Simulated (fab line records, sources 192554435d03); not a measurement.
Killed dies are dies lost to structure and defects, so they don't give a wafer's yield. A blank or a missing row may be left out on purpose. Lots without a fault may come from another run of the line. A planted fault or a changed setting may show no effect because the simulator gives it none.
Split-lot experiment | flow n5_finfet | 7 lots, 39 wafers read, on a route of 1938 steps

THE SPLIT
At N5_BEOL_M11_VIA_ETCH_34 (etches SiCOH lowk in C4F6/O2, target depth 184.5 nm, time 69.2 s), the setting target_depth_a was moved away from the recipe's 1845 angstrom on 9 of the 39 wafers read, by -59.9% to -18.4%. The other wafers ran this setting at the recipe's value.

The reading is taken at the split's own step.

THE READING
SOC_of_BEOL_M11_COAT_63.thk_nm (the simulator's own value, which no gauge read), in nm, at N5_BEOL_M11_VIA_ETCH_34 (etches SiCOH lowk in C4F6/O2, target depth 184.5 nm, time 69.2 s). The file gives no usual value for it. The 30 wafers here that ran the recipe average 92.2 nm, standard deviation 0.31 nm.

wafer  | tool, chamber at the split | target_depth_a as run, angstrom | against the recipe | SOC_of_BEOL_M11_COAT_63.thk_nm, nm | against lot-mates on the recipe
L074.1 | rie_diel-05, 0             | 1845                            | recipe             | 92                                 | -
L074.2 | rie_diel-05, 3             | 1845                            | recipe             | 92.2                               | -
L074.3 | rie_diel-05, 2             | 1845                            | recipe             | 91.4                               | -
L074.4 | rie_diel-05, 1             | 1845                            | recipe             | 92.2                               | -
L074.5 | rie_diel-05, 0             | 1845                            | recipe             | 92.2                               | -
L074.6 | rie_diel-05, 3             | 1845                            | recipe             | 92.2                               | -
L076.1 | rie_diel-06, 1             | 739.3                           | -59.9%             | 96.4                               | +4.5
L076.2 | rie_diel-06, 2             | 1845                            | recipe             | 91.8                               | -
L076.3 | rie_diel-06, 0             | 739.3                           | -59.9%             | 96.2                               | +4.3
L076.4 | rie_diel-06, 3             | 739.3                           | -59.9%             | 96.6                               | +4.7
L076.5 | rie_diel-06, 1             | 1845                            | recipe             | 92                                 | -
L076.6 | rie_diel-06, 0             | 1845                            | recipe             | 91.8                               | -
L075.2 | rie_diel-06, 0             | 1845                            | recipe             | 92.8                               | -
L075.4 | rie_diel-06, 1             | 1845                            | recipe             | 92.4                               | -
L075.6 | rie_diel-06, 1             | 1845                            | recipe             | 92.6                               | -
L082.1 | rie_diel-05, 3             | 1845                            | recipe             | 92.2                               | -
L082.2 | rie_diel-05, 0             | 1845                            | recipe             | 92.2                               | -
L082.4 | rie_diel-05, 0             | 1845                            | recipe             | 92.2                               | -
L082.3 | rie_diel-05, 1             | 1845                            | recipe             | 91.8                               | -
L082.5 | rie_diel-05, 3             | 1845                            | recipe             | 92.6                               | -
L082.6 | rie_diel-05, 1             | 1845                            | recipe             | 91.8                               | -
L087.1 | rie_diel-05, 2             | 1845                            | recipe             | 92                                 | -
L087.2 | rie_diel-05, 1             | 1281                            | -30.6%             | 94.6                               | +2.2
L087.3 | rie_diel-05, 0             | 1281                            | -30.6%             | 95                                 | +2.6
L087.4 | rie_diel-05, 1             | 1845                            | recipe             | 92.4                               | -
L087.5 | rie_diel-05, 0             | 1845                            | recipe             | 92.8                               | -
L087.6 | rie_diel-05, 2             | 1281                            | -30.6%             | 94.6                               | +2.2
L093.1 | rie_diel-05, 1             | 1845                            | recipe             | 92                                 | -
L093.2 | rie_diel-05, 3             | 1845                            | recipe             | 92.2                               | -
L093.3 | rie_diel-05, 0             | 1506                            | -18.4%             | 93.8                               | +1.8
L093.4 | rie_diel-05, 2             | 1845                            | recipe             | 91.8                               | -
L093.5 | rie_diel-05, 3             | 1506                            | -18.4%             | 93.6                               | +1.6
L093.6 | rie_diel-05, 2             | 1506                            | -18.4%             | 93.2                               | +1.2
L091.1 | rie_diel-05, 0             | 1845                            | recipe             | 92.4                               | -
L091.2 | rie_diel-05, 2             | 1845                            | recipe             | 92                                 | -
L091.3 | rie_diel-05, 3             | 1845                            | recipe             | 92.4                               | -
L091.4 | rie_diel-05, 1             | 1845                            | recipe             | 92.2                               | -
L091.5 | rie_diel-05, 2             | 1845                            | recipe             | 92                                 | -
L091.6 | rie_diel-05, 3             | 1845                            | recipe             | 92.4                               | -

THE FIT
A straight line over all 39 wafers: SOC_of_BEOL_M11_COAT_63.thk_nm changes by -0.0731 nm for each +1% of target_depth_a; r = -0.97; the points scatter about the line by 0.31 nm.
The same after taking each lot's own level away (the mean of its wafers on the recipe; 39 wafers): -0.0761 nm for each +1%; r = -0.99; scatter 0.24 nm.
On that fit, the largest move of target_depth_a shifts the reading by 4.6 nm.
The lots' own levels span 91.87 to 92.60 nm, that is 2.4 times the standard deviation above.
So the lot-to-lot level changes the slope little: the two slopes agree.
Check: with one of the wafers moved furthest among these (-59.9%) left out of the fit, the line predicts +4.58 nm for it against its lot-mates. It came out at +4.53 nm against them.

OTHER SPLITS ON THESE WAFERS
These wafers also went through other splits before the reading. Each is held against what the fit with the lots' levels taken away leaves over:
other split on the same wafers    | wafers away from the commonest value | r with SOC_of_BEOL_M11_COAT_63.thk_nm (lot level and that fit taken away)
N5_BEOL_M5_ILD_DEP_00 time_s      | 15                                   | +0.15
N5_BEOL_M8_PECVD_70 time_s        | 15                                   | -0.14
N5_BEOL_M10_TRENCH_ETCH_37 time_s | 15                                   | +0.06

THE WHOLE CHAIN: every reading that the file lists as answering this split, in the file's order
step                    | what it does                                                     | reading                                                                         | change (the file's fit)                | r (the file's)
N5_BEOL_M11_VIA_ETCH_34 | etches SiCOH lowk in C4F6/O2, target depth 184.5 nm, time 69.2 s | etch.depth_nm (the simulator's own value, which no gauge read)                  | +1.82 nm for each +1% of the setting   | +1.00
N5_BEOL_M11_VIA_ETCH_34 | etches SiCOH lowk in C4F6/O2, target depth 184.5 nm, time 69.2 s | SOC_of_BEOL_M11_COAT_63.thk_nm (the simulator's own value, which no gauge read) | -0.0763 nm for each +1% of the setting | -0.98

THE FILE'S OWN FIT
SOC_of_BEOL_M11_COAT_63.thk_nm changes by -0.0763 nm for each +1% of target_depth_a, r = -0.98.
